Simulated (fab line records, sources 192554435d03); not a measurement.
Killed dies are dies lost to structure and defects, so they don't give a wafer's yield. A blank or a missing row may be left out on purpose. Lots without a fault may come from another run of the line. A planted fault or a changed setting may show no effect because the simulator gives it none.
Chamber matching | flow n5_finfet | N5_BEOL_M5_CURE_80 on uv_cure-03: 3 sister chambers
The step cures SiCOH lowk, time 120 s. 20 wafers are shown with their chamber, then 10 later ones without.

WAFERS WITH THEIR CHAMBER
wafer  | chamber | wafer_temp_C_max | lamp_power_pct (%)
L076.2 | 0       | 371.4            | 52.25
L076.4 | 0       | 372.5            | 52.29
L076.6 | 0       | 371.5            | 52.27
L077.2 | 2       | 371.7            | 52.26
L077.4 | 2       | 372.6            | 52.33
L077.5 | 2       | 371.7            | 52.25
L079.1 | 1       | 373.6            | 52.31
L079.2 | 1       | 372.8            | 52.33
L079.6 | 1       | 372.6            | 52.29
L079.3 | 1       | 373.4            | 52.21
L079.4 | 1       | 372.6            | 52.22
L079.5 | 1       | 372.3            | 52.27
L088.1 | 1       | 372.4            | 52.38
L088.4 | 1       | 373.0            | 52.30
L088.6 | 1       | 373.0            | 52.34
L090.2 | 0       | 372.1            | 52.25
L090.3 | 0       | 372.3            | 52.31
L090.5 | 0       | 371.5            | 52.34
L092.3 | 0       | 372.0            | 52.26
L092.5 | 0       | 371.7            | 52.22

SIGNATURES (means of the wafers above)
reading          | chamber 0 | chamber 1 | chamber 2 | scatter within a chamber
wafer_temp_C_max | 371.875   | 372.856   | 372.000   | 0.438
lamp_power_pct   | 52.2737   | 52.2944   | 52.2800   | 0.0474
Rule: a wafer's distance from a chamber is the root of the sum, over the readings, of the square of ((its reading less the chamber's mean) divided by the reading's scatter). The wafer belongs to the nearest chamber; if the next one is less than 2 further off, it can't be placed. The scatter: the root of (the sum of the squares of (reading less its chamber's mean) over the shown wafers, divided by (wafers less chambers)).

WAFERS WITHOUT THEIR CHAMBER
wafer  | wafer_temp_C_max | lamp_power_pct (%)
L092.6 | 371.6            | 52.37
L094.1 | 371.5            | 52.31
L094.5 | 371.5            | 52.31
L094.6 | 371.5            | 52.23
L096.1 | 371.4            | 52.22
L096.2 | 371.6            | 52.23
L096.6 | 372.2            | 52.40
L097.2 | 372.1            | 52.27
L097.3 | 372.5            | 52.22
L097.5 | 371.7            | 52.28

WHICH CHAMBER EACH WENT THROUGH
wafer  | from the rows above          | in truth
L092.6 | can't be placed: 2 or 0 or 1 | 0
L094.1 | can't be placed: 0 or 2 or 1 | 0
L094.5 | can't be placed: 0 or 2 or 1 | 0
L094.6 | can't be placed: 0 or 2      | 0
L096.1 | can't be placed: 0 or 2      | 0
L096.2 | can't be placed: 0 or 2      | 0
L096.6 | can't be placed: 2 or 1 or 0 | 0
L097.2 | can't be placed: 2 or 0 or 1 | 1
L097.3 | can't be placed: 2 or 1 or 0 | 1
L097.5 | can't be placed: 0 or 2      | 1
Placed correctly: 0 of 10. Can't be placed from these rows: 10 (the true chamber is among the candidates in 9). Placed wrongly: 0.
